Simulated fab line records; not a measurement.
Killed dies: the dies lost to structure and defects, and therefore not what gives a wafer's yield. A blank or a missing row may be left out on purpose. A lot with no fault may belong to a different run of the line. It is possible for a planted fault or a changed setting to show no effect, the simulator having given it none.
fab line records	flow n5Finfet
record lots=7	wafers=21
route steps=1938 shown HKMG_FIN@395 GATE_CUT@510 MOL_CONTACT_COAG@518 BEOL_M0_SAQP@643 BEOL_M1@768
startH: hours from the record's first day to the start of the lot's first wafer shown	waitH: hours since the lot's step before	" unchanged from the row above	L1.1+2: one row covering several wafers at once	- either no value or no given start	* or withheld: withheld	< > ~ a bound
route shown NAME@n: NAME is a module with steps in the file, n the number in the route of the first one	usual: mean and standard deviation over wafers with no fault	same: alike in all rows	chamber/n: place in a boat	sites: the reading at each site	_std_site: standard deviation of those values	_edge_site: the outer-site mean with the inner-site mean subtracted	radiusMm: how far each site lies from the wafer's centre	mask NAME#n: copy n	behind: the most recent tool/chamber to have shaped the wafer	hold: the reason the lot was held/the length of the hold in hours/how it ended	device: the n, p or np transistor that did not switch	end of line: the tests these same wafers got at the end of their route	a step without rows: its recipe alone	killed: not the wafer's yield, but the dies lost to structure and defects at the first sort	map: a wafer's dies, x killed, . not, _ none there
set.NAME: the setting that was run; set.NAME@STEP: the one run at that earlier step	model.NAME: the simulator's own value behind a step, which no gauge read
one table per step and one row per wafer, for lots whose settings were changed on purpose
## steps
# step N5_HKMG_FIN_EXPOSE_46
# recipe maskId=NDIPOLE	na=1.35	sourceShape=conventional	sigmaOuter=0.8	polarization=unpolarized	doseMj=40
lot.wafer	tool	chamber	startH	waitH	mask	set.doseMj
L084.3+5	arfiScanner-02	0	131.23	-	NDIPOLE#0	42.11
L084.4	"	0	"	"	NDIPOLE#0	40
L086.3+5+6	arfiScanner-02	0	145.90	-	NDIPOLE#0	40
L089.1+6	arfiScanner-02	0	161.59	-	NDIPOLE#0	41.31
L089.2	"	0	"	"	NDIPOLE#0	40
L090.3+6	arfiScanner-01	0	166.23	-	NDIPOLE#0	42.23
L090.4	"	0	"	"	NDIPOLE#0	40
L091.3	arfiScanner-03	0	175.61	-	NDIPOLE#0	40.82
L091.4+6	"	0	"	"	NDIPOLE#0	40
L094.1+2+5	arfiScanner-03	0	193.53	-	NDIPOLE#0	40
L097.1+2+6	arfiScanner-02	0	211.62	-	NDIPOLE#0	40
# step N5_HKMG_FIN_PEB_47
# recipe pebTempC=withheld	pebTimeS=60	resist=CAR-ArF
# step N5_HKMG_FIN_DEVELOP_48
# recipe developTimeS=30	developer=TMAH	resist=CAR-ArF	rinseLiquid=diw	dry=airSpin	devTempC=23
# step N5_HKMG_FIN_CD_MEAS_49
# recipe targetCdNm=202	landingEnergyEv=500	detector=seInlens	polarity=opening
# usual cdNm=202.1/0.9
lot.wafer	tool	chamber	startH	waitH	set.doseMj@HKMG_FIN_EXPOSE_46	cdNm
L084.3	cdSem-01	0	131.34	-	42.11	205.9
L084.4	"	0	"	"	40	201.5
L084.5	"	0	"	"	42.11	204.1
L086.3	cdSem-03	0	146.01	-	40	201.7
L086.5	"	0	"	"	40	201.8
L086.6	"	0	"	"	40	202.0
L089.1	cdSem-01	0	161.72	-	41.31	204.8
L089.2	"	0	"	"	40	202.4
L089.6	"	0	"	"	41.31	205.2
L090.3	cdSem-02	0	166.35	-	42.23	206.3
L090.4	"	0	"	"	40	201.8
L090.6	"	0	"	"	42.23	206.2
L091.3	cdSem-02	0	175.73	-	40.82	202.8
L091.4	"	0	"	"	40	201.5
L091.6	"	0	"	"	40	202.6
L094.1	cdSem-01	0	193.65	-	40	202.5
L094.2	"	0	"	"	40	202.2
L094.5	"	0	"	"	40	201.5
L097.1	cdSem-03	0	211.74	-	40	202.9
L097.2	"	0	"	"	40	201.4
L097.6	"	0	"	"	40	202.5
# step N5_HKMG_FIN_DESCUM_53
# recipe chemistry=O2	timeS=7.9	sourcePowerW=50	biasPowerW=20	pressureMtorr=20	rfFrequencyHz=2.712e+07	tempC=40	resist=CAR-ArF	o2FlowSccm=225
# step N5_HKMG_FIN_ETCH_54
# recipe chemistry=CF4	target=SiARC	targetDepthA=455	maskMaterial=CAR-ArF	timeS=75.8	ionEnergyEv=80	pressureMtorr=40	sourceW=545	biasW=36	Ar_flow_sccm=100	cf4FlowSccm=100	ends=cleared
lot.wafer	tool	chamber	startH	waitH	set.doseMj@HKMG_FIN_EXPOSE_46	model.HKMG_FIN.cdOffsetNm
L084.3	rieDiel-03	0	131.79	0.0	42.11	3.6
L084.4	"	3	"	"	40	-0.2
L084.5	"	1	"	"	42.11	1.8
L086.3	rieDiel-03	1	146.42	0.0	40	-0.2
L086.5	"	2	"	"	40	-0.4
L086.6	"	3	"	"	40	0.2
L089.1	rieDiel-01	3	161.84	0.0	41.31	2.8
L089.2	"	1	"	"	40	0.8
L089.6	"	3	"	"	41.31	3.2
L090.3	rieDiel-03	0	166.58	0.0	42.23	4.6
L090.4	"	3	"	"	40	-0.4
L090.6	"	0	"	"	42.23	4
L091.3	rieDiel-01	2	175.85	0.0	40.82	1
L091.4	"	1	"	"	40	-0.2
L091.6	"	3	"	"	40	0.8
L094.1+2	rieDiel-02	0,3	193.98	0.0	40	0
L094.5	"	0	"	"	40	-1
L097.1	rieDiel-03	3	211.87	0.0	40	1
L097.2	"	2	"	"	40	-0.4
L097.6	"	2	"	"	40	0.6
# step N5_GATE_CUT_ALD_22
# recipe material=SiNx	targetThkA=160	tempC=400	aldPrecursorFamily=SiH2I2	aldCoReactant=N2/H2-plasma	pulseTimeS=1	aldCycles=320	purgeTimeS=2	coReactantPurgeTimeS=2	pressureTorr=2
lot.wafer	tool	chamber	startH	waitH	set.aldCycles	model.SiNx_of_GATE_CUT_ALD_22.thkNm
L084.3+4	aldSin-01	3,1	144.42	0.0	349	17.4
L084.5	"	0	"	"	320	15.8
L086.3	aldSin-03	3	159.80	0.0	320	16
L086.5	"	3	"	"	320	15.8
L086.6	"	2	"	"	346	17.2
L089.1	aldSin-01	3	174.12	0.0	320	15.8
L089.2	"	0	"	"	297	14.8
L089.6	"	3	"	"	320	16
L090.3+4	aldSin-01	3,1	179.72	0.0	320	16
L090.6	"	0	"	"	320	15.8
L091.3	aldSin-04	2	190.43	0.7	320	16
L091.4	"	0	"	"	294	15
L091.6	"	0	"	"	294	14.8
L094.1+2+5	aldSin-01	2,1,3	206.66	0.0	320	16
L097.1+6	aldSin-01	3,1	224.78	0.0	320	16
L097.2	"	2	"	"	294	14.8
# step N5_MOL_CONTACT_COAG_COAT_104
# recipe resist=SiARC	tempC=220	timeS=60	spinRpm=1500	resistThkNm=12
lot.wafer	tool	chamber	startH	waitH	set.spinRpm	model.SiARC_of_MOL_CONTACT_COAG_COAT_104.thkNm
L084.3+4+5	lithoTrack-04	0	-	-	1500	12
L086.3+6	lithoTrack-03	0	-	-	1500	12
L086.5	"	0	"	"	1594	11.6
L089.1+6	lithoTrack-05	0	-	-	1347	12.8
L089.2	"	0	"	"	1500	12
L090.3+4+6	lithoTrack-03	0	-	-	1500	12
L091.3+6	lithoTrack-03	0	-	-	1500	12
L091.4	"	0	"	"	1373	12.6
L094.1+2+5	lithoTrack-04	0	-	-	1500	12
L097.1+2+6	lithoTrack-03	0	-	-	1500	12
# step N5_MOL_CONTACT_COAG_COAT_58
# recipe resist=underlayer	tempC=205	timeS=60	spinRpm=1500	resistThkNm=10
# step N5_MOL_CONTACT_COAG_COAT_02
# recipe resist=CAR-EUV	spinRpm=1500	resistThkNm=30
# step N5_MOL_CONTACT_COAG_DESCUM_13
# recipe chemistry=O2	timeS=7	sourcePowerW=50	biasPowerW=20	pressureMtorr=20	rfFrequencyHz=2.712e+07	tempC=40	resist=CAR-EUV	o2FlowSccm=225
# step N5_MOL_CONTACT_COAG_ETCH_59
# recipe chemistry=N2/H2	target=underlayer	targetDepthA=130	maskMaterial=CAR-EUV	timeS=10.4	ionEnergyEv=200	pressureMtorr=30	sourceW=840	biasW=150	n2FlowSccm=200	h2FlowSccm=200	ends=cleared
# step N5_MOL_CONTACT_COAG_ETCH_105
# recipe chemistry=CF4	target=SiARC	targetDepthA=156	maskMaterial=CAR-EUV	timeS=26	ionEnergyEv=80	pressureMtorr=40	sourceW=545	biasW=36	Ar_flow_sccm=100	cf4FlowSccm=100	ends=cleared
lot.wafer	tool	chamber	startH	waitH	set.spinRpm@MOL_CONTACT_COAG_COAT_104	model.etch.depthNm
L084.3	rieDiel-01	1	147.55	0.0	1500	12.03
L084.4	"	1	"	"	1500	12.04
L084.5	"	3	"	"	1500	12.01
L086.3	rieDiel-01	3	162.82	0.0	1500	12
L086.5	"	1	"	"	1594	11.68
L086.6	"	3	"	"	1500	12.04
L089.1	rieDiel-03	0	177.24	0.0	1347	12.74
L089.2	"	3	"	"	1500	12.06
L089.6	"	0	"	"	1347	12.75
L090.3+6	rieDiel-02	3	183.22	0.0	1500	12
L090.4	"	0	"	"	1500	12.01
L091.3	rieDiel-03	0	193.56	0.0	1500	12.04
L091.4	"	1	"	"	1373	12.58
L091.6	"	0	"	"	1500	12.03
L094.1	rieDiel-02	3	209.93	0.0	1500	12.01
L094.2	"	2	"	"	1500	11.96
L094.5	"	0	"	"	1500	11.95
L097.1	rieDiel-03	0	227.78	0.0	1500	12
L097.2	"	3	"	"	1500	11.98
L097.6	"	0	"	"	1500	11.97
# step N5_MOL_CONTACT_COAG_ETCH_91
# recipe chemistry=N2/H2	target=SOC	targetDepthA=600	overetchA=210	maskMaterial=SiARC	tempC=40	timeS=101.2	ionEnergyEv=200	pressureMtorr=30	sourceW=840	biasW=150	n2FlowSccm=200	h2FlowSccm=200
# usual rfVppV=524.0/2.5
lot.wafer	tool	chamber	startH	waitH	set.sourceW	rfVppV
L084.3	rieDiel-01	1	156.94	0.0	840	523.5
L084.4	"	1	"	"	731.1	547.7
L084.5	"	3	"	"	840	526.9
L086.3	rieDiel-01	0	173.02	0.0	840	526.1
L086.5	"	1	"	"	840	524.8
L086.6	"	2	"	"	840	521.8
L089.1	rieDiel-01	0	189.25	0.0	962.1	503.0
L089.2	"	2	"	"	962.1	500.1
L089.6	"	1	"	"	840	524.1
L090.3	rieDiel-02	2	193.21	0.0	746.9	548.8
L090.4	"	0	"	"	840	518.8
L090.6	"	2	"	"	840	526.8
L091.3	rieDiel-01	1	204.67	0.0	934.9	506.6
L091.4	"	2	"	"	840	521.8
L091.6	"	2	"	"	840	521.6
L094.1	rieDiel-02	0	224.85	0.0	840	519.8
L094.2	"	3	"	"	840	523.9
L094.5	"	0	"	"	840	519.2
L097.1	rieDiel-02	3	239.23	0.0	708.6	554.9
L097.2	"	2	"	"	840	527.9
L097.6	"	3	"	"	840	523.8
# step N5_BEOL_M0_SAQP_COAT_08
# recipe resist=CAR-ArF	spinRpm=1500	resistThkNm=90
lot.wafer	tool	chamber	startH	waitH	set.spinRpm	model.CAR-ArF_of_BEOL_M0_SAQP_COAT_08.thkNm
L084.3	lithoTrack-05	0	-	-	1662	85.8
L084.4	"	0	"	"	1500	90
L084.5	"	0	"	"	1500	90.2
L086.3	lithoTrack-02	0	-	-	1500	89.8
L086.5	"	0	"	"	1500	90
L086.6	"	0	"	"	1500	89.6
L089.1	lithoTrack-02	0	-	-	1594	87
L089.2	"	0	"	"	1500	89.8
L089.6	"	0	"	"	1594	87.2
L090.3	lithoTrack-02	0	-	-	1556	88
L090.4	"	0	"	"	1556	88.2
L090.6	"	0	"	"	1500	89.6
L091.3	lithoTrack-01	0	-	-	1500	89.8
L091.4	"	0	"	"	1500	89.6
L091.6	"	0	"	"	1500	90
L094.1	lithoTrack-01	0	-	-	1500	90
L094.2+5	"	0	"	"	1500	89.8
L097.1+6	lithoTrack-01	0	-	-	1500	89.8
L097.2	"	0	"	"	1500	90
# step N5_BEOL_M0_SAQP_EBR_10
# recipe solvent=PGMEA	ebrWidthMm=1.5
# step N5_BEOL_M0_SAQP_SOFTBAKE_09
# recipe tempC=110	timeS=60	resist=CAR-ArF
# step N5_BEOL_M0_SAQP_DESCUM_19
# recipe chemistry=O2	timeS=7.9	sourcePowerW=50	biasPowerW=20	pressureMtorr=20	rfFrequencyHz=2.712e+07	tempC=40	resist=CAR-ArF	o2FlowSccm=225
# step N5_BEOL_M0_SAQP_ETCH_83
# recipe chemistry=CF4	target=SiARC	targetDepthA=390	maskMaterial=CAR-ArF	timeS=65	ionEnergyEv=80	pressureMtorr=40	sourceW=545	biasW=36	Ar_flow_sccm=100	cf4FlowSccm=100	ends=cleared
lot.wafer	tool	chamber	startH	waitH	set.spinRpm@BEOL_M0_SAQP_COAT_08	model.CAR-ArF_of_BEOL_M0_SAQP_COAT_08.thkNm
L084.3	rieDiel-06	2	164.18	0.0	1662	51.4
L084.4	"	3	"	"	1500	55.4
L084.5	"	1	"	"	1500	55.8
L086.3	rieDiel-06	3	180.49	0.0	1500	55.4
L086.5	"	3	"	"	1500	55.6
L086.6	"	2	"	"	1500	55.2
L089.1	rieDiel-06	0	196.16	0.0	1594	52.6
L089.2	"	2	"	"	1500	55.6
L089.6	"	0	"	"	1594	52.8
L090.3	rieDiel-04	3	200.79	0.0	1556	53.6
L090.4	"	2	"	"	1556	54
L090.6	"	3	"	"	1500	55
L091.3+6	rieDiel-06	3,0	212.14	0.0	1500	55.4
L091.4	"	1	"	"	1500	55.2
L094.1	rieDiel-06	2	233.23	0.0	1500	55.4
L094.2+5	"	0	"	"	1500	55.2
L097.1	rieDiel-05	3	248.41	0.0	1500	55.4
L097.2+6	"	0	"	"	1500	55.6
# step N5_BEOL_M0_SAQP_COAT_87
# recipe resist=underlayer	tempC=205	timeS=60	spinRpm=1500	resistThkNm=5
lot.wafer	tool	chamber	startH	waitH	set.spinRpm
L084.3+4+5	lithoTrack-02	0	-	-	1500
L086.3+5+6	lithoTrack-01	0	-	-	1594
L089.1+2	lithoTrack-05	0	-	-	1422
L089.6	"	0	"	"	1500
L090.3+6	lithoTrack-01	0	-	-	1500
L090.4	"	0	"	"	1377
L091.3+4	lithoTrack-02	0	-	-	1650
L091.6	"	0	"	"	1500
L094.1+2+5	lithoTrack-05	0	-	-	1500
L097.1+6	lithoTrack-05	0	-	-	1500
L097.2	"	0	"	"	1596
# step N5_BEOL_M0_SAQP_EXPOSE_37
# recipe maskId=M0_CUT1	na=0.33	sourceShape=annular	sigmaInner=0.35	sigmaOuter=0.8	polarization=unpolarized	targetCdNm=30	doseMj=44.75
lot.wafer	tool	chamber	startH	waitH	mask	set.doseMj
L084.3	euvScanner-02	0	167.82	-	M0_CUT1#0	42.27
L084.4+5	"	0	"	"	M0_CUT1#0	44.75
L086.3	euvScanner-01	0	184.39	-	M0_CUT1#0	47.47
L086.5+6	"	0	"	"	M0_CUT1#0	44.75
L089.1+2	euvScanner-02	0	199.81	-	M0_CUT1#0	46.55
L089.6	"	0	"	"	M0_CUT1#0	44.75
L090.3+4+6	euvScanner-01	0	204.52	-	M0_CUT1#0	44.75
L091.3	euvScanner-02	0	216.45	-	M0_CUT1#0	42.31
L091.4+6	"	0	"	"	M0_CUT1#0	44.75
L094.1+2+5	euvScanner-02	0	236.94	-	M0_CUT1#0	44.75
L097.1+2+6	euvScanner-02	0	252.25	-	M0_CUT1#0	44.75
# step N5_BEOL_M0_SAQP_PEB_38
# recipe pebTempC=100	pebTimeS=60	resist=CAR-EUV
# step N5_BEOL_M0_SAQP_DEVELOP_39
# recipe developTimeS=30	developer=TMAH	resist=CAR-EUV	rinseLiquid=surfactantRinse	dry=airSpin	devTempC=23
# step N5_BEOL_M0_SAQP_CD_MEAS_40
# recipe targetCdNm=30	landingEnergyEv=500	detector=seInlens
# usual cdNm=29.89/0.27
lot.wafer	tool	chamber	startH	waitH	set.doseMj@BEOL_M0_SAQP_EXPOSE_37	cdNm
L084.3	cdSem-02	0	167.94	-	42.27	29.10
L084.4	"	0	"	"	44.75	29.71
L084.5	"	0	"	"	44.75	29.83
L086.3	cdSem-03	0	184.51	-	47.47	31.48
L086.5	"	0	"	"	44.75	29.65
L086.6	"	0	"	"	44.75	29.56
L089.1	cdSem-02	0	199.94	-	46.55	31.55
L089.2	"	0	"	"	46.55	31.04
L089.6	"	0	"	"	44.75	30.29
L090.3	cdSem-03	0	204.64	-	44.75	29.80
L090.4	"	0	"	"	44.75	29.99
L090.6	"	0	"	"	44.75	30.28
L091.3	cdSem-03	0	216.58	-	42.31	28.80
L091.4	"	0	"	"	44.75	30.28
L091.6	"	0	"	"	44.75	30.03
L094.1	cdSem-01	0	237.07	-	44.75	30.37
L094.2	"	0	"	"	44.75	30.01
L094.5	"	0	"	"	44.75	29.98
L097.1	cdSem-03	0	252.39	-	44.75	29.53
L097.2	"	0	"	"	44.75	29.51
L097.6	"	0	"	"	44.75	29.62
# step N5_BEOL_M0_SAQP_DESCUM_45
# recipe chemistry=O2	timeS=7	sourcePowerW=50	biasPowerW=20	pressureMtorr=20	rfFrequencyHz=2.712e+07	tempC=40	resist=CAR-EUV	o2FlowSccm=225
lot.wafer	tool	chamber	startH	waitH	set.doseMj@BEOL_M0_SAQP_EXPOSE_37	model.BEOL_M0_SAQP.cdNm
L084.3	rieDiel-06	2	168.41	0.4	42.27	29
L084.4	"	1	"	"	44.75	30
L084.5	"	1	"	"	44.75	29.8
L086.3	rieDiel-05	1	184.81	0.2	47.47	31.2
L086.5+6	"	2,3	"	"	44.75	29.6
L089.1	rieDiel-06	1	200.40	0.3	46.55	31.2
L089.2	"	0	"	"	46.55	31.4
L089.6	"	3	"	"	44.75	30.2
L090.3+6	rieDiel-05	3	204.77	0.0	44.75	30.2
L090.4	"	1	"	"	44.75	30
L091.3	rieDiel-06	0	216.70	0.0	42.31	29
L091.4+6	"	3,2	"	"	44.75	30.2
L094.1+5	rieDiel-05	0	237.19	0.0	44.75	29.8
L094.2	"	3	"	"	44.75	30
L097.1	rieDiel-04	0	252.51	0.0	44.75	29.8
L097.2+6	"	2,0	"	"	44.75	29.6
# step N5_BEOL_M0_SAQP_ETCH_88
# recipe chemistry=N2/H2	target=underlayer	targetDepthA=65	timeS=5.2	ionEnergyEv=200	maskMaterial=CAR-EUV	pressureMtorr=30	sourceW=840	biasW=150	n2FlowSccm=200	h2FlowSccm=200	ends=cleared
lot.wafer	tool	chamber	startH	waitH	set.spinRpm@BEOL_M0_SAQP_COAT_87	model.etch.depthNm
L084.3	rieDiel-06	2	168.45	0.0	1500	4.988
L084.4+5	"	1	"	"	1500	5.002
L086.3	rieDiel-05	1	184.85	0.0	1594	4.847
L086.5	"	2	"	"	1594	4.86
L086.6	"	3	"	"	1594	4.854
L089.1	rieDiel-06	1	200.43	0.0	1422	5.163
L089.2	"	0	"	"	1422	5.151
L089.6	"	3	"	"	1500	5
L090.3	rieDiel-05	3	204.80	0.0	1500	5.013
L090.4	"	1	"	"	1377	5.226
L090.6	"	3	"	"	1500	4.993
L091.3	rieDiel-06	0	216.74	0.0	1650	4.781
L091.4	"	3	"	"	1650	4.782
L091.6	"	2	"	"	1500	5.006
L094.1	rieDiel-05	0	237.23	0.0	1500	4.969
L094.2+5	"	3,0	"	"	1500	4.975
L097.1	rieDiel-04	0	252.54	0.0	1500	4.975
L097.2	"	2	"	"	1596	4.814
L097.6	"	0	"	"	1500	4.958
# step N5_BEOL_M0_SAQP_ETCH_73
# recipe chemistry=CF4	target=SiARC	targetDepthA=195	maskMaterial=CAR-EUV	timeS=32.5	ionEnergyEv=80	pressureMtorr=40	sourceW=545	biasW=36	Ar_flow_sccm=100	cf4FlowSccm=100	ends=cleared
lot.wafer	tool	chamber	startH	waitH	set.doseMj@BEOL_M0_SAQP_EXPOSE_37	model.BEOL_M0_SAQP.cdNm
L084.3	rieDiel-06	2	168.47	0.0	42.27	28.8
L084.4	"	1	"	"	44.75	30
L084.5	"	1	"	"	44.75	29.8
L086.3	rieDiel-05	1	184.86	0.0	47.47	31.2
L086.5	"	2	"	"	44.75	29.6
L086.6	"	3	"	"	44.75	29.2
L089.1+2	rieDiel-06	1,0	200.45	0.0	46.55	31.2
L089.6	"	3	"	"	44.75	30.2
L090.3+6	rieDiel-05	3	204.82	0.0	44.75	30
L090.4	"	1	"	"	44.75	30.2
L091.3	rieDiel-06	0	216.75	0.0	42.31	29
L091.4	"	3	"	"	44.75	30.2
L091.6	"	2	"	"	44.75	30
L094.1+5	rieDiel-05	0	237.24	0.0	44.75	29.6
L094.2	"	3	"	"	44.75	29.8
L097.1+6	rieDiel-04	0	252.56	0.0	44.75	29.4
L097.2	"	2	"	"	44.75	29.6
# step N5_BEOL_M0_SAQP_CUT_ETCH_46
# recipe chemistry=N2/H2	target=SOC	targetDepthA=1350	overetchA=270	tempC=40	timeS=202.5	ionEnergyEv=200	maskMaterial=SiARC	pressureMtorr=30	sourceW=840	biasW=150	n2FlowSccm=200	h2FlowSccm=200
lot.wafer	tool	chamber	startH	waitH	set.doseMj@BEOL_M0_SAQP_EXPOSE_37	model.BEOL_M0_SAQP.cdNm
L084.3	rieDiel-06	2	168.50	0.0	42.27	28.6
L084.4	"	1	"	"	44.75	30.2
L084.5	"	1	"	"	44.75	29.8
L086.3	rieDiel-05	1	184.89	0.0	47.47	31.4
L086.5	"	2	"	"	44.75	30.2
L086.6	"	3	"	"	44.75	29.2
L089.1	rieDiel-06	1	200.48	0.0	46.55	31.6
L089.2	"	0	"	"	46.55	30.6
L089.6	"	3	"	"	44.75	30.2
L090.3	rieDiel-05	3	204.85	0.0	44.75	30.2
L090.4+6	"	1,3	"	"	44.75	30.4
L091.3	rieDiel-06	0	216.79	0.0	42.31	28.2
L091.4	"	3	"	"	44.75	30
L091.6	"	2	"	"	44.75	29
L094.1	rieDiel-05	0	237.28	0.0	44.75	29.6
L094.2	"	3	"	"	44.75	29.8
L094.5	"	0	"	"	44.75	29.4
L097.1	rieDiel-04	0	252.59	0.0	44.75	29.2
L097.2	"	2	"	"	44.75	29
L097.6	"	0	"	"	44.75	28.8
# step N5_BEOL_M1_ETCH_74
# recipe chemistry=N2/H2	target=underlayer	targetDepthA=65	maskMaterial=CAR-EUV	timeS=5.2	ionEnergyEv=200	pressureMtorr=30	sourceW=840	biasW=150	n2FlowSccm=200	h2FlowSccm=200	ends=cleared
# usual rfVppV=523.7/2.4
lot.wafer	tool	chamber	startH	waitH	set.biasW	rfVppV
L084.3	rieDiel-04	0	179.25	0.0	136	493.0
L084.4	"	3	"	"	136	492.0
L084.5	"	1	"	"	150	524.1
L086.3	rieDiel-04	3	199.55	0.0	150	519.1
L086.5	"	0	"	"	150	524.9
L086.6	"	1	"	"	162	547.3
L089.1	rieDiel-04	3	209.32	0.0	130.5	477.7
L089.2	"	0	"	"	150	522.1
L089.6	"	3	"	"	130.5	478.7
L090.3	rieDiel-04	2	216.57	0.0	150	526.2
L090.4	"	1	"	"	133.9	487.9
L090.6	"	1	"	"	133.9	487.0
L091.3	rieDiel-05	1	228.67	0.0	150	526.3
L091.4	"	2	"	"	150	526.4
L091.6	"	3	"	"	150	525.7
L094.1	rieDiel-05	1	246.13	0.0	150	524.7
L094.2	"	2	"	"	150	524.5
L094.5	"	2	"	"	150	525.3
L097.1	rieDiel-04	0	261.43	0.0	150	522.3
L097.2	"	2	"	"	162.1	551.6
L097.6	"	1	"	"	150	523.3
## key
split step=N5_HKMG_FIN_EXPOSE_46	setting=doseMj	stated=40	by=wafer
response step=N5_HKMG_FIN_CD_MEAS_49	reading=cdNm	change=+0.717	per=1%	r=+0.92
response step=N5_HKMG_FIN_ETCH_54	reading=model.HKMG_FIN.cdOffsetNm	change=+0.679	per=1%	r=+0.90
split step=N5_GATE_CUT_ALD_22	setting=aldCycles	stated=320	by=wafer
response step=N5_GATE_CUT_ALD_22	reading=model.SiNx_of_GATE_CUT_ALD_22.thkNm	change=+0.156	per=1%	r=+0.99
split step=N5_MOL_CONTACT_COAG_COAT_104	setting=spinRpm	stated=1500	by=wafer
response step=N5_MOL_CONTACT_COAG_COAT_104	reading=model.SiARC_of_MOL_CONTACT_COAG_COAT_104.thkNm	change=-0.0732	per=1%	r=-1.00
response step=N5_MOL_CONTACT_COAG_ETCH_105	reading=model.etch.depthNm	change=-0.0641	per=1%	r=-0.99
split step=N5_MOL_CONTACT_COAG_ETCH_91	setting=sourceW	stated=840	by=wafer
response step=N5_MOL_CONTACT_COAG_ETCH_91	reading=rfVppV	change=-1.75	per=1%	r=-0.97
split step=N5_BEOL_M0_SAQP_COAT_08	setting=spinRpm	stated=1500	by=wafer
response step=N5_BEOL_M0_SAQP_COAT_08	reading=model.CAR-ArF_of_BEOL_M0_SAQP_COAT_08.thkNm	change=-0.406	per=1%	r=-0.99
response step=N5_BEOL_M0_SAQP_ETCH_83	reading=model.CAR-ArF_of_BEOL_M0_SAQP_COAT_08.thkNm	change=-0.4	per=1%	r=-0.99
split step=N5_BEOL_M0_SAQP_COAT_87	setting=spinRpm	stated=1500	by=wafer
response step=N5_BEOL_M0_SAQP_ETCH_88	reading=model.etch.depthNm	change=-0.0249	per=1%	r=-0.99
split step=N5_BEOL_M0_SAQP_EXPOSE_37	setting=doseMj	stated=44.75	by=wafer
response step=N5_BEOL_M0_SAQP_CD_MEAS_40	reading=cdNm	change=+0.234	per=1%	r=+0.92
response step=N5_BEOL_M0_SAQP_DESCUM_45	reading=model.BEOL_M0_SAQP.cdNm	change=+0.226	per=1%	r=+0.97
response step=N5_BEOL_M0_SAQP_ETCH_73	reading=model.BEOL_M0_SAQP.cdNm	change=+0.238	per=1%	r=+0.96
response step=N5_BEOL_M0_SAQP_CUT_ETCH_46	reading=model.BEOL_M0_SAQP.cdNm	change=+0.254	per=1%	r=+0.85
split step=N5_BEOL_M1_ETCH_74	setting=biasW	stated=150	by=wafer
response step=N5_BEOL_M1_ETCH_74	reading=rfVppV	change=+3.43	per=1%	r=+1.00
